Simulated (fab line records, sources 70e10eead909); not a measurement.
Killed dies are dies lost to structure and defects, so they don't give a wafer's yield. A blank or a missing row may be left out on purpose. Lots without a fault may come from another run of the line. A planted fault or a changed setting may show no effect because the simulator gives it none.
Which tool did it? | flow nand_harc | 24 lots, 72 wafers sampled, at 6 steps of a route of 1159

WHAT THE GAUGES READ, wafer by wafer
NHARC_P_BONDPAD_CD_MEAS_09: target cd 500 nm.
lot  | measured     | on        | cd_nm (nm)
L074 | day 6 04:22  | cd_sem-02 | 498.9 500.7 500.1
L075 | day 6 20:04  | cd_sem-03 | 501.0 499.8 500.9
L076 | day 6 23:41  | cd_sem-02 | 500.8 501.5 501.3
L077 | day 7 04:04  | cd_sem-03 | 502.1 502.0 503.1
L080 | day 7 06:24  | cd_sem-02 | 499.3 497.7 499.1
L079 | day 7 07:22  | cd_sem-03 | 498.9 500.8 500.6
L078 | day 7 11:11  | cd_sem-02 | 501.2 500.9 500.9
L081 | day 8 05:27  | cd_sem-03 | 501.0 500.0 498.8
L082 | day 8 16:44  | cd_sem-03 | 501.5 501.0 501.1
L083 | day 8 19:13  | cd_sem-02 | 497.7 498.3 499.8
L084 | day 8 22:49  | cd_sem-02 | 500.4 498.7 500.4
L085 | day 9 06:26  | cd_sem-03 | 500.2 500.2 500.5
L088 | day 9 16:19  | cd_sem-01 | 498.1 499.7 499.5
L086 | day 9 17:25  | cd_sem-03 | 502.6 504.1 502.1
L087 | day 9 19:01  | cd_sem-03 | 500.1 501.9 501.7
L089 | day 10 11:47 | cd_sem-01 | 501.2 498.9 499.9
L090 | day 10 12:09 | cd_sem-03 | 499.5 501.4 500.5
L092 | day 10 21:39 | cd_sem-01 | 496.9 496.6 496.2
L091 | day 10 22:29 | cd_sem-03 | 498.6 499.6 498.8
L094 | day 11 12:41 | cd_sem-01 | 499.7 499.4 499.5
L095 | day 11 11:43 | cd_sem-02 | 500.9 501.8 501.3
L093 | day 11 18:44 | cd_sem-02 | 499.6 499.1 499.6
L096 | day 11 19:37 | cd_sem-03 | 497.8 499.2 498.9
L097 | day 12 03:59 | cd_sem-03 | 497.4 496.8 497.8

NHARC_P_BONDPAD_THK_MEAS_20: measures by xrf.
lot  | measured     | on            | thk_nm (nm)
L074 | day 6 06:56  | film_metro-02 | 162.2 160.3 161.9
L075 | day 6 23:08  | film_metro-01 | 159.9 159.6 161.2
L076 | day 7 02:24  | film_metro-02 | 161.2 159.9 159.7
L077 | day 7 06:38  | film_metro-01 | 163.4 161.1 162.6
L080 | day 7 09:11  | film_metro-02 | 162.0 159.5 162.3
L079 | day 7 10:10  | film_metro-01 | 160.0 160.4 161.0
L078 | day 7 13:56  | film_metro-01 | 161.1 164.6 163.1
L081 | day 8 08:02  | film_metro-01 | 160.2 160.7 163.0
L082 | day 8 19:26  | film_metro-01 | 160.9 160.3 159.7
L083 | day 8 21:53  | film_metro-02 | 162.8 161.1 159.3
L084 | day 9 01:23  | film_metro-02 | 161.5 160.5 159.5
L085 | day 9 09:02  | film_metro-01 | 160.8 158.4 159.4
L088 | day 9 18:51  | film_metro-01 | 161.3 159.5 159.8
L086 | day 9 20:23  | film_metro-02 | 161.2 160.1 159.6
L087 | day 9 21:37  | film_metro-02 | 159.7 160.6 163.3
L089 | day 10 14:33 | film_metro-01 | 161.0 162.4 159.1
L090 | day 10 14:56 | film_metro-01 | 159.4 161.8 162.2
L092 | day 11 00:12 | film_metro-02 | 161.3 162.8 161.6
L091 | day 11 01:05 | film_metro-01 | 162.4 164.4 161.4
L094 | day 11 15:21 | film_metro-01 | 159.3 160.0 159.7
L095 | day 11 14:22 | film_metro-01 | 161.6 159.2 161.2
L093 | day 11 21:22 | film_metro-01 | 159.7 157.6 161.2
L096 | day 11 22:38 | film_metro-02 | 158.4 160.4 158.7
L097 | day 12 06:41 | film_metro-02 | 161.1 158.8 161.2

WHICH TOOL RAN EACH LOT (tool, then ch and the chambers of the sampled wafers, then the start)
lot  | NHARC_P_GATE_STRIP_113               | NHARC_P_CONTACT_ALD_22              | NHARC_P_M1_DEP_33               | NHARC_P_M2_ETCH_35
L074 | plasma_asher-02 ch 0,1, day 4 23:59  | ald_metal-03 ch 1,2,3, day 5 05:58  | pecvd-02 ch 0,1,2, day 5 22:01  | rie_diel-06 ch 0,2, day 5 23:49
L075 | plasma_asher-02 ch 0,1, day 5 14:44  | ald_metal-02 ch 0,1, day 5 21:25    | pecvd-04 ch 0,2, day 6 14:24    | rie_diel-10 ch 0,2,3, day 6 15:52
L076 | plasma_asher-01 ch 0,1, day 5 20:24  | ald_metal-03 ch 0,2,3, day 6 02:50  | pecvd-04 ch 0,1,2, day 6 17:54  | rie_diel-06 ch 0,1,2, day 6 19:23
L077 | plasma_asher-02 ch 0,1, day 6 02:48  | ald_metal-03 ch 0,2, day 6 09:00    | pecvd-01 ch 0,2, day 6 21:57    | rie_diel-06 ch 0,1,2, day 6 23:37
L080 | plasma_asher-02 ch 0,1, day 6 08:57  | ald_metal-02 ch 1,2,3, day 6 15:33  | pecvd-04 ch 0,1, day 7 00:44    | rie_diel-06 ch 0,2, day 7 02:15
L079 | plasma_asher-01 ch 0,1, day 6 09:17  | ald_metal-03 ch 0,1, day 6 15:36    | pecvd-01 ch 1,2, day 7 01:25    | rie_diel-10 ch 0,1,3, day 7 02:56
L078 | plasma_asher-01 ch 0,1, day 6 13:14  | ald_metal-01 ch 0,1,3, day 6 19:21  | pecvd-02 ch 1,2, day 7 05:15    | rie_diel-06 ch 0,2,3, day 7 06:48
L081 | plasma_asher-01 ch 0,1, day 7 05:35  | ald_metal-02 ch 0,2,3, day 7 12:03  | pecvd-02 ch 0,1,2, day 7 23:38  | rie_diel-10 ch 0,2,3, day 8 01:10
L082 | plasma_asher-02 ch 0,1, day 7 12:20  | ald_metal-02 ch 0,3, day 7 18:35    | pecvd-04 ch 1,2, day 8 10:58    | rie_diel-06 ch 0,2,3, day 8 12:34
L083 | plasma_asher-01 ch 0,1, day 7 20:44  | ald_metal-02 ch 1,2, day 8 03:03    | pecvd-02 ch 1,2, day 8 12:16    | rie_diel-03 ch 2,3, day 8 14:09
L084 | plasma_asher-02 ch 0,1, day 8 00:44  | ald_metal-02 ch 2,3, day 8 06:47    | pecvd-02 ch 0,1, day 8 16:59    | rie_diel-06 ch 0,3, day 8 18:34
L085 | plasma_asher-01 ch 0, day 8 03:19    | ald_metal-01 ch 0,1,3, day 8 09:43  | pecvd-04 ch 0,1, day 9 00:37    | rie_diel-06 ch 2,3, day 9 02:10
L088 | plasma_asher-01 ch 0,1, day 8 19:28  | ald_metal-03 ch 0,2,3, day 9 01:34  | pecvd-02 ch 0,1, day 9 10:44    | rie_diel-06 ch 0,2,3, day 9 12:02
L086 | plasma_asher-01 ch 0,1, day 8 20:23  | ald_metal-01 ch 0,1,3, day 9 02:34  | pecvd-01 ch 0,2, day 9 11:37    | rie_diel-06 ch 0,2,3, day 9 13:17
L087 | plasma_asher-01 ch 0,1, day 8 21:16  | ald_metal-03 ch 0,2,3, day 9 03:43  | pecvd-02 ch 0, day 9 13:11      | rie_diel-06 ch 1,2,3, day 9 14:43
L089 | plasma_asher-01 ch 0,1, day 9 05:07  | ald_metal-03 ch 0,1,2, day 9 11:11  | pecvd-02 ch 1,2, day 10 06:05   | rie_diel-06 ch 1,2,3, day 10 07:37
L090 | plasma_asher-02 ch 0,1, day 9 06:25  | ald_metal-01 ch 1,2,3, day 9 13:47  | pecvd-01 ch 0,1,2, day 10 06:04 | rie_diel-06 ch 0,1,3, day 10 07:45
L092 | plasma_asher-01 ch 0, day 9 19:41    | ald_metal-02 ch 1,2,3, day 10 02:23 | pecvd-02 ch 0,1, day 10 15:44   | rie_diel-06 ch 0,2, day 10 17:15
L091 | plasma_asher-01 ch 0,1, day 9 20:42  | ald_metal-03 ch 0,1,2, day 10 02:53 | pecvd-04 ch 0,1,2, day 10 16:28 | rie_diel-06 ch 0,1,2, day 10 17:59
L094 | plasma_asher-01 ch 0,1, day 10 14:07 | ald_metal-02 ch 0,1,3, day 10 20:09 | pecvd-04 ch 1,2, day 11 06:10   | rie_diel-03 ch 0,1,2, day 11 07:52
L095 | plasma_asher-02 ch 0,1, day 10 14:10 | ald_metal-03 ch 1,2,3, day 10 20:39 | pecvd-02 ch 0,1,2, day 11 05:50 | rie_diel-10 ch 1,2,3, day 11 07:13
L093 | plasma_asher-01 ch 0,1, day 10 20:44 | ald_metal-02 ch 0,1,2, day 11 02:50 | pecvd-02 ch 0,1,2, day 11 12:13 | rie_diel-06 ch 1,2,3, day 11 13:44
L096 | plasma_asher-02 ch 0,1, day 10 21:18 | ald_metal-01 ch 0,1, day 11 03:27   | pecvd-04 ch 0,2, day 11 13:05   | rie_diel-06 ch 0,1, day 11 14:33
L097 | plasma_asher-02 ch 0, day 11 04:42   | ald_metal-02 ch 0,1,2, day 11 11:08 | pecvd-02 ch 1,2, day 11 22:19   | rie_diel-06 ch 1,2, day 11 23:52
- NHARC_P_GATE_STRIP_113: strips in N2/H2, time 740 s.
- NHARC_P_CONTACT_ALD_22: deposits TiN, target thk 3 nm, pulse time 1 s, ald cycles 150.
- NHARC_P_M1_DEP_33: deposits SiCN, target thk 30 nm.
- NHARC_P_M2_ETCH_35: etches the open film in N2/H2, target depth 40 nm, overetch 12 nm, time 43.94 s.

WHAT THE TOOLS THEMSELVES READ (means of the sampled wafers that have a number; where no wafer has one, the mark that the record gives instead)
NHARC_P_GATE_STRIP_113.
lot  | tool            | drypump_motor_current_A (A) | heater_power_w (W)
L074 | plasma_asher-02 | 6.2                         | 81
L075 | plasma_asher-02 | 6.1                         | 81
L076 | plasma_asher-01 | 6.1                         | 80
L077 | plasma_asher-02 | 6.2                         | 80
L080 | plasma_asher-02 | 6.2                         | 81
L079 | plasma_asher-01 | 5.8                         | 84
L078 | plasma_asher-01 | 6.1                         | 79
L081 | plasma_asher-01 | 5.8                         | 85
L082 | plasma_asher-02 | 6.2                         | 81
L083 | plasma_asher-01 | 6.0                         | 78
L084 | plasma_asher-02 | 6.2                         | 81
L085 | plasma_asher-01 | 6.2                         | 74
L088 | plasma_asher-01 | 6.0                         | 79
L086 | plasma_asher-01 | 5.8                         | 84
L087 | plasma_asher-01 | 5.8                         | 82
L089 | plasma_asher-01 | 5.8                         | 83
L090 | plasma_asher-02 | 6.1                         | 80
L092 | plasma_asher-01 | 6.3                         | 74
L091 | plasma_asher-01 | 6.0                         | 79
L094 | plasma_asher-01 | 5.8                         | 83
L095 | plasma_asher-02 | 6.2                         | 80
L093 | plasma_asher-01 | 6.0                         | 78
L096 | plasma_asher-02 | 6.2                         | 81
L097 | plasma_asher-02 | 5.9                         | 79

NHARC_P_CONTACT_ALD_22.
lot  | tool         | heater_power_w (W) | precursor_pulse_height_rel
L074 | ald_metal-03 | 1091               | 1.007
L075 | ald_metal-02 | 969                | 0.992
L076 | ald_metal-03 | 1038               | 0.987
L077 | ald_metal-03 | 1037               | 1.003
L080 | ald_metal-02 | 1024               | 0.982
L079 | ald_metal-03 | 1138               | 1.005
L078 | ald_metal-01 | 1110               | 0.991
L081 | ald_metal-02 | 975                | 1.007
L082 | ald_metal-02 | 922                | 0.997
L083 | ald_metal-02 | 1068               | 1.013
L084 | ald_metal-02 | 991                | 0.983
L085 | ald_metal-01 | 1133               | 0.989
L088 | ald_metal-03 | 1012               | 0.982
L086 | ald_metal-01 | 1107               | 0.991
L087 | ald_metal-03 | 997                | 0.981
L089 | ald_metal-03 | 1086               | 1.006
L090 | ald_metal-01 | 1149               | 1.003
L092 | ald_metal-02 | 1045               | 1.013
L091 | ald_metal-03 | 1063               | 0.995
L094 | ald_metal-02 | 989                | 0.998
L095 | ald_metal-03 | 1062               | 1.001
L093 | ald_metal-02 | 982                | 0.990
L096 | ald_metal-01 | 1089               | 0.992
L097 | ald_metal-02 | 985                | 1.001

NHARC_P_M1_DEP_33.
lot  | tool     | chamber_pressure_Torr (Torr) | heater_power_w (W)
L074 | pecvd-02 | 3.000                        | 556
L075 | pecvd-04 | 3.005                        | 637
L076 | pecvd-04 | 2.997                        | 586
L077 | pecvd-01 | 3.005                        | 544
L080 | pecvd-04 | 3.002                        | 625
L079 | pecvd-01 | 3.003                        | 536
L078 | pecvd-02 | 2.999                        | 577
L081 | pecvd-02 | 3.000                        | 508
L082 | pecvd-04 | 2.994                        | 537
L083 | pecvd-02 | 3.002                        | 553
L084 | pecvd-02 | 3.000                        | 461
L085 | pecvd-04 | 3.007                        | 538
L088 | pecvd-02 | 3.002                        | 492
L086 | pecvd-01 | 3.002                        | 583
L087 | pecvd-02 | 2.995                        | 505
L089 | pecvd-02 | 3.009                        | 588
L090 | pecvd-01 | 3.003                        | 564
L092 | pecvd-02 | 3.003                        | 434
L091 | pecvd-04 | 2.997                        | 583
L094 | pecvd-04 | 2.995                        | 563
L095 | pecvd-02 | 3.007                        | 478
L093 | pecvd-02 | 3.000                        | 528
L096 | pecvd-04 | 3.002                        | 623
L097 | pecvd-02 | 3.004                        | 552

NHARC_P_M2_ETCH_35.
lot  | tool        | drypump_motor_current_A (A) | oes_product_au (a.u.) | rf_vpp_V (V) | showerhead_plenum_p_Torr (Torr) | throttle_valve_pct (%)
L074 | rie_diel-06 | 5.68                        | 1.002                 | 427          | 1.93                            | 14.174
L075 | rie_diel-10 | 5.74                        | 1.008                 | 434          | 2.16                            | 14.174
L076 | rie_diel-06 | 5.78                        | 0.997                 | 430          | 2.02                            | 14.166
L077 | rie_diel-06 | 5.78                        | 1.007                 | 430          | 2.02                            | 14.167
L080 | rie_diel-06 | 5.74                        | 0.999                 | 429          | 1.94                            | 14.177
L079 | rie_diel-10 | 5.61                        | 0.997                 | 433          | 2.13                            | 14.169
L078 | rie_diel-06 | 5.77                        | 0.996                 | 429          | 2.00                            | 14.177
L081 | rie_diel-10 | 5.77                        | 1.002                 | 434          | 2.16                            | 14.164
L082 | rie_diel-06 | 5.78                        | 1.000                 | 430          | 2.00                            | 14.173
L083 | rie_diel-03 | 5.97                        | 0.997                 | 433          | 2.10                            | 14.168
L084 | rie_diel-06 | 5.74                        | 1.004                 | 428          | 1.98                            | 14.168
L085 | rie_diel-06 | 5.81                        | 0.998                 | 429          | 2.01                            | 14.169
L088 | rie_diel-06 | 5.77                        | 1.006                 | 429          | 2.00                            | 14.176
L086 | rie_diel-06 | 5.78                        | 0.999                 | 429          | 2.00                            | 14.175
L087 | rie_diel-06 | 5.86                        | 1.010                 | 432          | 2.09                            | 14.171
L089 | rie_diel-06 | 5.85                        | 1.001                 | 432          | 2.09                            | 14.173
L090 | rie_diel-06 | 5.85                        | 1.010                 | 432          | 2.07                            | 14.176
L092 | rie_diel-06 | 5.70                        | 1.002                 | 429          | 1.94                            | 14.171
L091 | rie_diel-06 | 5.77                        | 1.006                 | 429          | 2.02                            | 14.174
L094 | rie_diel-03 | 5.67                        | 1.008                 | 433          | 2.12                            | 14.170
L095 | rie_diel-10 | 5.86                        | 0.991                 | 433          | 2.11                            | 14.161
L093 | rie_diel-06 | 5.86                        | 0.995                 | 433          | 2.09                            | 14.173
L096 | rie_diel-06 | 5.84                        | 1.002                 | 433          | 2.10                            | 14.173
L097 | rie_diel-06 | 5.77                        | 0.995                 | 431          | 2.04                            | 14.170

THE ANSWER, worked out from the rows above alone
Rule: what is usual is taken from the lots themselves. Put in order of their means at a reading, lots are off if they are a third of the lots or fewer, leave a main group of 4 or more, and stand apart from it by a gap of 3 or more times the standard deviation of the main group's means; of several such gaps the widest counts. A main group whose means are all the same, to the digits that the tables above print for the reading, isn't used. A lot without any number at a reading at which 4 lots or more have one is off too. The other lots that the step has rows for count as sound. The gauges are gone through in route order, then the tools' own readings, and for those a lot's mean is taken as printed above. The first step at which some lot is off is used, and at that step the reading that is off furthest; a lot without a number counts as furthest.
No lot is off at any reading shown: from this, nothing can be told.

WHAT THE SIMULATOR HAD PUT IN
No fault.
